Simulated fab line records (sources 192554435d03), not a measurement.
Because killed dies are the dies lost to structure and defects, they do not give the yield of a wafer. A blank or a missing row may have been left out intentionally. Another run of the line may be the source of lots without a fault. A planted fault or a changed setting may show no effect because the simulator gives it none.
A struck lot beside a sound one + flow n5_finfet + 37 out of 1938 route steps
Sound: these wafers, L830.1, L830.4, L830.6. Struck: wafer L833.6. (L833.1 of the same lot was not struck and is left out.) The cause comes at the end.
At each step with rows: each side's tool, then ch and its chambers, then its first start. Under that, the readings that differ: sound wafers + struck wafers + difference of the means + sigmas: that difference in standard deviations of wafers without a fault.
alike: readings whose means differ by less than 2 such deviations, and words and numbers that are the same on both sides. not compared: withheld readings, readings that some wafer has no value for, bounds like >300 that may hide the same value, and numbers for which the record gives no deviation and whose values overlap.
The two part at a step that has a row with sigmas, a row that says differs or no value, or rows on one side only. Numbers that have no deviation but don't overlap get no sigmas and don't part them. A reading that every wafer of one side lacks parts them only if that side has two wafers or more.

first, 8 steps without rows for these wafers: N5_BEOL_M3_ANNEAL_51 (time 90 s); N5_BEOL_M3_CMP_52 (polishes, stops on SiOC, t overpolish 6.8 s, target thk 40 nm); N5_BEOL_M3_PRE_CLEAN_60 (time 15 s); N5_BEOL_M3_CO_CAP_55 (material Co, precursor CCTBA/H2, target thk 2 nm, time 102.1 s); N5_BEOL_M3_PRE_CLEAN_56 (time 15 s); N5_BEOL_M3_DEP_57 (deposits SiCN from 3MS/NH3, target thk 8 nm, time 14 s); N5_BEOL_M4_ILD_DEP_00 (deposits SiOC from DEMS/O2, target thk 79 nm, time 15.3 s); N5_BEOL_M4_PECVD_72 (deposits SiO2 from TEOS/O2, target thk 16 nm, time 18 s).
N5_BEOL_M4_HM_DEP_02: deposits TiN, target thk 20 nm.
  sound on pvd_sputter-02, day 12 21:26; struck on pvd_sputter-01, day 13 03:52
| reading                                    | sound          | struck | difference | sigmas |
|--------------------------------------------|----------------|--------|------------|--------|
| model.TiN_of_BEOL_M4_HM_DEP_02.thk_nm (nm) | 20.4 20.2 20.2 | 13     | -7         |        |
  alike: throttle_valve_pct
then, 16 steps without rows for these wafers: N5_BEOL_M4_COAT_61 (time 60 s, resist thk 60 nm); N5_BEOL_M4_COAT_62 (time 60 s, resist thk 12 nm); N5_BEOL_M4_COAT_73 (time 60 s, resist thk 5 nm); N5_BEOL_M4_COAT_05 (resist thk 30 nm); N5_BEOL_M4_EBR_07; N5_BEOL_M4_SOFTBAKE_06 (time 60 s); N5_BEOL_M4_EXPOSE_08 (exposes mask M4); N5_BEOL_M4_PEB_09 (peb time 60 s); N5_BEOL_M4_DEVELOP_10 (develop time 30 s); N5_BEOL_M4_DESCUM_16 (chemistry O2, time 7 s); N5_BEOL_M4_ETCH_74 (etches underlayer in N2/H2, target depth 6.5 nm, time 5.2 s); N5_BEOL_M4_ETCH_63 (etches SiARC in CF4, target depth 15.6 nm, time 26 s); N5_BEOL_M4_ETCH_64 (etches SOC in N2/H2, target depth 75 nm, overetch 22.5 nm, time 121.9 s); N5_BEOL_M4_STRIP_65 (strips in N2/H2); N5_BEOL_M4_STRIP_75 (strips in N2/H2); N5_BEOL_M4_STRIP_66 (strips in CF4).
N5_BEOL_M4_HM_OPEN_17: chemistry Cl2/BCl3, target TiN, target depth 20 nm, overetch 6 nm.
  sound on rie_metal-01 ch 0,1, day 12 22:20; struck on rie_metal-02 ch 0, day 13 04:46
| reading                  | sound             | struck | difference | sigmas |
|--------------------------|-------------------|--------|------------|--------|
| model.etch.depth_nm (nm) | 20.39 20.15 20.21 | 12.94  | -7.31      |        |
  alike: drypump_motor_current_A, oes_product_au, throttle_valve_pct
  not compared: rf_hours_counter_h
then, 8 steps without rows for these wafers: N5_BEOL_M4_STRIP_19 (strips in O2); N5_BEOL_M4_COAT_67 (time 60 s, resist thk 60 nm); N5_BEOL_M4_COAT_68 (time 60 s, resist thk 12 nm); N5_BEOL_M4_COAT_76 (time 60 s, resist thk 5 nm); N5_BEOL_M4_COAT_22 (resist thk 30 nm); N5_BEOL_M4_EBR_24; N5_BEOL_M4_SOFTBAKE_23 (time 60 s); N5_BEOL_M4_EXPOSE_25 (exposes mask V3, defocus 5 nm).
N5_BEOL_M4_TRENCH_ETCH_37: etches SiOC in C4F6/O2, target depth 55.555 nm, time 29.2 s.
  sound on rie_diel-01 ch 1,2,3; struck on rie_diel-01 ch 2
| reading                                    | sound      | struck | difference | sigmas |
|--------------------------------------------|------------|--------|------------|--------|
| model.TiN_of_BEOL_M4_HM_DEP_02.thk_nm (nm) | 18 17.8 18 | 10.6   | -7.3       |        |
  alike: O2_flow_sccm, drypump_motor_current_A, oes_f_703_au, oes_product_au, rf_vpp_V, showerhead_plenum_p_Torr, throttle_valve_pct
  not compared: rf_hours_counter_h
N5_BEOL_M4_RC_MEAS_101:
  sound on prober-02 ch 0, day 13 05:05; struck on prober-01 ch 0, day 13 10:34
  alike: DIBL_N, DIBL_P, IOFF_N, IOFF_P, ION_N, ION_P, SS_N, SS_P, VT_N, VT_P
-- record jumps: 4 days separate the struck wafers' starts on either side; left off in module BEOL_M4, taken up again in module PASSIVATION, whose first shown step is the route's number 1936 --
N5_PASSIVATION_PROBE_49:
  sound on prober-01, day 17 15:23; struck on prober-02, day 17 20:59
| reading            | sound    | struck | difference | sigmas |
|--------------------|----------|--------|------------|--------|
| killed_at_M0_to_M3 | 52 55 31 | 24     | -22        | -2     |
  alike: defect_limited_yield, killed_at_M4_up, killed_at_contacts, killed_at_front_end, killed_at_other, killed_dies, killed_open, killed_short, sort_bin_5_function, sort_bin_6_memory, sort_n_pass, sort_yield_pct

WHERE THEY PART
At N5_PASSIVATION_PROBE_49 and nowhere else, as far as this record goes.

WHY: whatever the simulator had introduced
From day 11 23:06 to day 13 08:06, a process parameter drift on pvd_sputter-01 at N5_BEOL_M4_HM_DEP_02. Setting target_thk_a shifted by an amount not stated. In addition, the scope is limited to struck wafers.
